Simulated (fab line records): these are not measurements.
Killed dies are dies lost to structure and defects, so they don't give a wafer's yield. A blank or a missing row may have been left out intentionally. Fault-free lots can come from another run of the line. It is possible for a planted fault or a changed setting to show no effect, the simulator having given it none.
Chamber matching / flow nandHarc / NHARC_P_M1_CMP_23 on cmp-02 has 4 sister chambers
The step polishes, t overpolish 20 s, target thk 157.82 nm. 4 wafers are shown with their chamber, then 9 later ones without.

== WAFERS PAIRED WITH THEIR CHAMBERS ==
wafer=L088.3; chamber=1; motorCurrentA (A)=14.0
wafer=L088.5; chamber=3; motorCurrentA (A)=12.7
wafer=L090.1; chamber=2; motorCurrentA (A)=11.7
wafer=L090.6; chamber=0; motorCurrentA (A)=12.6

== WAFERS WITH NO CHAMBER GIVEN ==
wafer=L095.1; motorCurrentA (A)=12.9
wafer=L095.2; motorCurrentA (A)=12.1
wafer=L095.4; motorCurrentA (A)=12.3
wafer=L096.3; motorCurrentA (A)=14.2
wafer=L096.5; motorCurrentA (A)=13.3
wafer=L096.6; motorCurrentA (A)=12.2
wafer=L097.1; motorCurrentA (A)=11.9
wafer=L097.5; motorCurrentA (A)=12.4
wafer=L097.6; motorCurrentA (A)=12.9

== WHICH CHAMBER EACH ONE RAN IN ==
wafer=L095.1; from the rows above=can't be placed: 3 or 0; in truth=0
wafer=L095.2; from the rows above=can't be placed: 2 or 0 or 3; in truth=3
wafer=L095.4; from the rows above=can't be placed: 0 or 3 or 2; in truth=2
wafer=L096.3; from the rows above=1; in truth=1
wafer=L096.5; from the rows above=can't be placed: 3 or 1 or 0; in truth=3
wafer=L096.6; from the rows above=can't be placed: 0 or 2 or 3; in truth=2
wafer=L097.1; from the rows above=can't be placed: 2 or 0 or 3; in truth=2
wafer=L097.5; from the rows above=can't be placed: 0 or 3 or 2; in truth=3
wafer=L097.6; from the rows above=can't be placed: 3 or 0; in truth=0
1 of 9 placed correctly. Can't be placed from these rows: 8 (the true chamber is among the candidates in 8). Number placed wrongly: 0.
How it was worked out, from the rows above alone: a wafer's distance from a chamber is the root of the sum, over the readings, of the square of ((its reading less the chamber's mean) divided by the reading's scatter). If the next closest chamber is less than 2 further off than the closest, the wafer can't be placed; otherwise it belongs to the closest. Each chamber's mean is taken over the wafers shown for it. The scatter (one wafer shown for each chamber): square how far every hidden wafer sits from the nearest shown wafer, average those squares and take the square root.
